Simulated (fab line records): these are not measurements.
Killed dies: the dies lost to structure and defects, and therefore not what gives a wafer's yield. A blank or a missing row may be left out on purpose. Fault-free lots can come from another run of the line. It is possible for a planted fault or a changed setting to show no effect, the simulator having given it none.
fab line records -- flow n5Finfet
record: lots: 4, wafers: 10, lastDay: 17
route steps=1938 shown BEOL_M0_SAQP@686 BEOL_M0_CUTY@701 BEOL_M0@715 BEOL_M4@1111
lots untouched by any fault: they come from a run of this same line in which no faults occurred
startH: start of the lot's first displayed wafer, in hours after the record's first day -- waitH: how many hours have passed since the lot's step before this one -- " repeats the value in the row above -- L1.1+2: a row that stands for several wafers -- - no value, or no start given -- * or withheld: withheld -- < > ~ a bound
route shown NAME@n: NAME is a module with steps in the file, n the number in the route of the first one -- usual: the fault-free wafers' mean and standard deviation -- same: alike in all rows -- chamber/n: place in a boat -- sites: each site's reading -- _std_site: standard deviation of those values -- _edge_site: outer sites' mean less inner sites' -- radiusMm: how far each site lies from the wafer's centre -- mask NAME#n: copy n -- behind: tool/chamber where the wafer was last shaped -- hold: cause of the lot's hold/its duration in hours/its outcome -- device: names the non-switching transistor (n, p or np) -- end of line: tests run on the same wafers once the route is complete -- where a step has no rows: the recipe by itself -- killed: dies lost to structure and defects at the first sort, not the wafer's yield -- map: dies across one wafer; x = killed, . = not, _ = none there
set.NAME: setting as actually run; set.NAME@STEP: the setting as run at that earlier step -- model.NAME: the simulator's own value behind a step, which no gauge read
lots at some steps of the route; a table a step, a row a wafer
services: from which hour (startH, from the record's first day; less than 0 if before it) a tool's chamber was out of use, for how many hours, and why
== steps ==
step: N5_BEOL_M0_SAQP_EXPOSE_37
recipe: maskId: M0_CUT1, na: 0.33, sourceShape: annular, sigmaInner: 0.35, sigmaOuter: 0.8, polarization: unpolarized, targetCdNm: 30, doseMj: 44.75
step: N5_BEOL_M0_SAQP_PEB_38
recipe: pebTempC: 100, pebTimeS: 60, resist: CAR-EUV
step: N5_BEOL_M0_SAQP_DEVELOP_39
recipe: developTimeS: 30, developer: TMAH, resist: CAR-EUV, rinseLiquid: surfactantRinse, dry: airSpin, devTempC: 23
step: N5_BEOL_M0_SAQP_DESCUM_45
recipe: chemistry: O2, timeS: 7, sourcePowerW: 50, biasPowerW: 20, pressureMtorr: 20, rfFrequencyHz: 2.712e+07, tempC: 40, resist: CAR-EUV, o2FlowSccm: 225
step: N5_BEOL_M0_SAQP_ETCH_88
recipe: chemistry: N2/H2, target: underlayer, targetDepthA: 65, timeS: 5.2, ionEnergyEv: 200, maskMaterial: CAR-EUV, pressureMtorr: 30, sourceW: 840, biasW: 150, n2FlowSccm: 200, h2FlowSccm: 200, ends: cleared
step: N5_BEOL_M0_SAQP_ETCH_73
recipe: chemistry: CF4, target: SiARC, targetDepthA: 195, maskMaterial: CAR-EUV, timeS: 32.5, ionEnergyEv: 80, pressureMtorr: 40, sourceW: 545, biasW: 36, Ar_flow_sccm: 100, cf4FlowSccm: 100, ends: cleared
step: N5_BEOL_M0_SAQP_CUT_ETCH_46
recipe: chemistry: N2/H2, target: SOC, targetDepthA: 1350, overetchA: 270, tempC: 40, timeS: 202.5, ionEnergyEv: 200, maskMaterial: SiARC, pressureMtorr: 30, sourceW: 840, biasW: 150, n2FlowSccm: 200, h2FlowSccm: 200
step: N5_BEOL_M0_SAQP_STRIP_74
recipe: chemistry: N2/H2, tempC: 40, n2FlowSccm: 200, h2FlowSccm: 200, rfFrequencyHz: 6e+07
step: N5_BEOL_M0_SAQP_STRIP_89
recipe: chemistry: N2/H2, tempC: 40, n2FlowSccm: 200, h2FlowSccm: 200, rfFrequencyHz: 6e+07
step: N5_BEOL_M0_SAQP_ALD_48
recipe: material: SiO2, targetThkA: 200, tempC: 100, aldPrecursorFamily: BDEAS, aldCoReactant: O2-plasma, pulseTimeS: 1, coReactantPulseTimeS: 1, purgeTimeS: 2, coReactantPurgeTimeS: 2, aldCycles: 139, pressureTorr: 2
usual: aldCycles: 139/0, heaterPowerW: 76/5.6, precursorPulseHeightRel: 1.000/0.02
lot.wafer,tool,chamber,startH,waitH,aldCycles,heaterPowerW,precursorPulseHeightRel,model.SiO2_of_BEOL_M0_SAQP_ALD_48.thkNm
L817.1,aldSin-01,0,124.83,0.0,139,75,1.000,19.8
L817.2,aldSin-01,3,124.83,0.0,139,79,0.997,20
L817.5,aldSin-01,2,124.83,0.0,139,76,0.967,20
L828.4,aldSin-01,0,197.58,0.0,139,72,0.998,20
L828.6,aldSin-01,3,197.58,0.0,94,80,0.957,13.6
L830.1,aldSin-01,0,206.59,1.0,139,76,0.987,20
L830.6,aldSin-01,1,206.59,1.0,94,73,0.948,13.2
L835.1,aldSin-04,3,231.15,0.2,139,76,1.006,20
L835.2,aldSin-04,0,231.15,0.2,139,84,0.973,19.8
L835.6,aldSin-04,1,231.15,0.2,139,79,1.010,20
step: N5_BEOL_M0_SAQP_ETCH_49
recipe: chemistry: CF4/O2, targetDepthA: 370, target: SiO2, pressureMtorr: 40, sourceW: 535, biasW: 49, Ar_flow_sccm: 100, cf4FlowSccm: 100, O2_flow_sccm: 10, ionEnergyEv: 100
step: N5_BEOL_M0_SAQP_STRIP_75
recipe: chemistry: CF4, resist: SiARC, powerW: 300, biasPowerW: 75, pressureMtorr: 50, cf4FlowSccm: 150, rfFrequencyHz: 6e+07
step: N5_BEOL_M0_CUTY_COAT_50
recipe: resist: SiARC, tempC: 220, timeS: 60, spinRpm: 1500, resistThkNm: 15
step: N5_BEOL_M0_CUTY_COAT_51
recipe: resist: CAR-ArF-block, spinRpm: 1500, resistThkNm: 150
step: N5_BEOL_M0_CUTY_EBR_52
recipe: solvent: PGMEA, ebrWidthMm: 1.5
step: N5_BEOL_M0_CUTY_SOFTBAKE_53
recipe: tempC: 110, timeS: 60, resist: CAR-ArF-block
step: N5_BEOL_M0_CUTY_EXPOSE_54
recipe: maskId: M0_ABLK, na: 1.35, sourceShape: conventional, sigmaOuter: 0.8, polarization: unpolarized, doseMj: 36
step: N5_BEOL_M0_CUTY_PEB_55
recipe: pebTempC: 110, pebTimeS: 60, resist: CAR-ArF-block
step: N5_BEOL_M0_CUTY_DEVELOP_56
recipe: developTimeS: 30, developer: TMAH, resist: CAR-ArF-block, rinseLiquid: diw, dry: airSpin, devTempC: 23
step: N5_BEOL_M0_CUTY_DESCUM_61
recipe: chemistry: O2, timeS: 7.9, sourcePowerW: 50, biasPowerW: 20, pressureMtorr: 20, rfFrequencyHz: 2.712e+07, tempC: 40, resist: CAR-ArF-block, o2FlowSccm: 225
step: N5_BEOL_M0_CUTY_ETCH_62
recipe: chemistry: CF4, target: SiARC, maskMaterial: CAR-ArF-block, timeS: 58.5, ionEnergyEv: 80, pressureMtorr: 40, sourceW: 545, biasW: 36, Ar_flow_sccm: 100, cf4FlowSccm: 100, ends: cleared
step: N5_BEOL_M0_CUTY_ETCH_63
recipe: chemistry: N2/H2, target: SOC, targetDepthA: 827, overetchA: 165, maskMaterial: SiARC, tempC: 40, ionEnergyEv: 200, timeS: 124, pressureMtorr: 30, sourceW: 840, biasW: 150, n2FlowSccm: 200, h2FlowSccm: 200
step: N5_BEOL_M0_CUTY_STRIP_64
recipe: chemistry: N2/H2, tempC: 40, n2FlowSccm: 200, h2FlowSccm: 200, rfFrequencyHz: 6e+07
step: N5_BEOL_M0_ETCH_138
recipe: chemistry: CH3F/O2, targetDepthA: 120, target: SiCN, timeS: 31.6, ionEnergyEv: 120, pressureMtorr: 30, sourceW: 395, biasW: 75, Ar_flow_sccm: 150, CH3F_flow_sccm: 30, O2_flow_sccm: 20, ends: cleared
step: N5_BEOL_M0_HM_OPEN_105
recipe: chemistry: Cl2/BCl3, targetDepthA: 120, target: TiN, ionEnergyEv: 150, pressureMtorr: 10, icpW: 1000, biasW: 126, Cl2_flow_sccm: 53.25, bcl3FlowSccm: 21.75, Ar_flow_sccm: 25
step: N5_BEOL_M0_STRIP_140
recipe: chemistry: CF4, resist: SiARC, powerW: 300, biasPowerW: 75, pressureMtorr: 50, cf4FlowSccm: 150, rfFrequencyHz: 6e+07
usual: drypumpMotorCurrentA: 5.7/0.32, oesProductAu: 0.77/0.079, rfVppV: 271.0/1.7, showerheadPlenumPTorr: 1.79/0.057, throttleValvePct: 13.66/0.24
lot.wafer,tool,chamber,startH,waitH,drypumpMotorCurrentA,oesProductAu,rfHoursCounterH,rfVppV,showerheadPlenumPTorr,throttleValvePct,model.SiO2_of_BEOL_M0_SAQP_ALD_48.thkNm
L817.1,rieDiel-05,1,128.87,0.1,5.8,0.88,36,270.9,1.85,13.33,11.8
L817.2,rieDiel-05,2,128.87,0.1,5.8,0.93,10,269.2,1.79,13.75,11.6
L817.5,rieDiel-05,2,128.87,0.1,5.8,0.94,-,269.1,1.79,13.74,12
L828.4,rieDiel-03,2,199.91,0.3,5.7,0.72,175,272.6,1.73,13.64,11.2
L828.6,rieDiel-03,3,199.91,0.3,5.6,0.82,-,269.8,1.81,13.39,8.4
L830.1,rieDiel-03,1,208.35,0.1,5.4,0.69,226,269.2,1.71,13.89,11.4
L830.6,rieDiel-03,3,208.35,0.1,5.6,0.81,-,272.2,1.81,13.40,7.8
L835.1,rieDiel-03,1,232.90,0.1,5.4,0.68,234,270.2,1.70,13.92,12
L835.2,rieDiel-03,0,232.90,0.1,5.6,0.67,214,271.6,1.84,14.08,11.6
L835.6,rieDiel-03,0,232.90,0.1,5.5,0.68,-,274.1,1.84,14.08,11.6
step: N5_BEOL_M0_STRIP_104
recipe: chemistry: N2/H2, powerW: 450, tempC: 40, pressureMtorr: 20, rfFrequencyHz: 6e+07, overashFraction: 0.3, biasPowerW: 7, h2Frac: 0.5, n2FlowSccm: 200, h2FlowSccm: 200
step: N5_BEOL_M4_RC_MEAS_101
usual: DIBL_N: 35.4/2.1, DIBL_P: 34.8/2.6, IOFF_N: 0.15/0.037, IOFF_P: 0.19/0.037, ION_N: 677/16, ION_P: 462/9.3, SS_N: 71.4/0.75, SS_P: 72.9/0.77, VT_N: 250/3.7, VT_P: -251/3.5
lot.wafer,tool,chamber,startH,waitH,DIBL_N[mV/V],DIBL_P[mV/V],IOFF_N[nA/um],IOFF_P[nA/um],ION_N[uA/um],ION_P[uA/um],SS_N[mV/dec],SS_P[mV/dec],VT_N[mV],VT_P[mV]
L817.1,prober-02,0,183.59,0.0,31.6,28.4,0.09,0.16,664,473,70.1,72.4,255,-252
L817.2,prober-02,0,183.59,0.0,35.5,33.2,0.14,0.21,680,470,71.0,72.9,250,-249
L817.5,prober-02,0,183.59,0.0,34.3,31.4,0.13,0.18,680,463,70.9,72.7,248,-249
L830.1,prober-01,0,255.37,0.0,35.3,35.5,0.14,0.21,649,447,71.5,73.5,253,-249
L830.6,prober-01,0,255.37,0.0,32.4,31.9,0.10,0.16,647,452,69.9,72.3,255,-253
L828.4,prober-02,0,258.79,0.5,33.6,32.4,0.14,0.18,691,469,71.7,72.3,247,-252
L828.6,prober-02,0,258.79,0.5,37.6,36.2,0.22,0.23,688,464,72.7,73.0,245,-248
L835.1,prober-01,0,286.34,0.0,35.6,35.4,0.15,0.19,678,460,72.1,72.7,250,-251
L835.2,prober-01,0,286.34,0.0,34.9,35.1,0.15,0.18,677,463,71.4,72.9,250,-250
L835.6,prober-01,0,286.34,0.0,34.7,34.9,0.14,0.19,680,466,71.5,73.0,248,-251
== services ==
tool,chamber,startH,hours,kind
aldSin-01,1,103.98,88.0,repair
rieDiel-05,3,109.75,-,clean
rieDiel-05,3,109.75,-,consumableReplace:focusRing
rieDiel-05,3,109.75,20.4,scheduledDown
rieDiel-05,3,109.75,20.4,ventCycle
rieDiel-05,-,143.37,14.6,pm
rieDiel-03,3,149.91,2.5,repair
aldSin-04,-,170.99,6.1,pm
rieDiel-05,-,180.40,15.6,pm
aldSin-01,-,215.63,6.0,pm
aldSin-01,0,228.73,4.1,repair
== key ==
firstSign: step: N5_BEOL_M0_SAQP_ALD_48, reading: aldCycles, direction: down, sigmas: 99+, usual: *, struck: *
effect none on later readings
modelEffect: step: N5_BEOL_M0_SAQP_ALD_48, value: SiO2_of_BEOL_M0_SAQP_ALD_48.thkNm, without: 20, struck: 13.4
modelEffect: step: N5_BEOL_M0_STRIP_140, value: SiO2_of_BEOL_M0_SAQP_ALD_48.thkNm, without: 11.7, struck: 8.1
metAt N5_BEOL_M0_SAQP_ALD_48
struckWafers L828.6,L830.6
onsetBetween 124.83 197.58
fault: kind: processParameterDrift, tool: aldSin-01, chamber: -, onsetH: 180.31, steps: N5_BEOL_M0_SAQP_ALD_48, channel: aldCycles, offset: *, shape: step, endH: 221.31, scope: struckWafersOnly, actsIn: *, stated: *
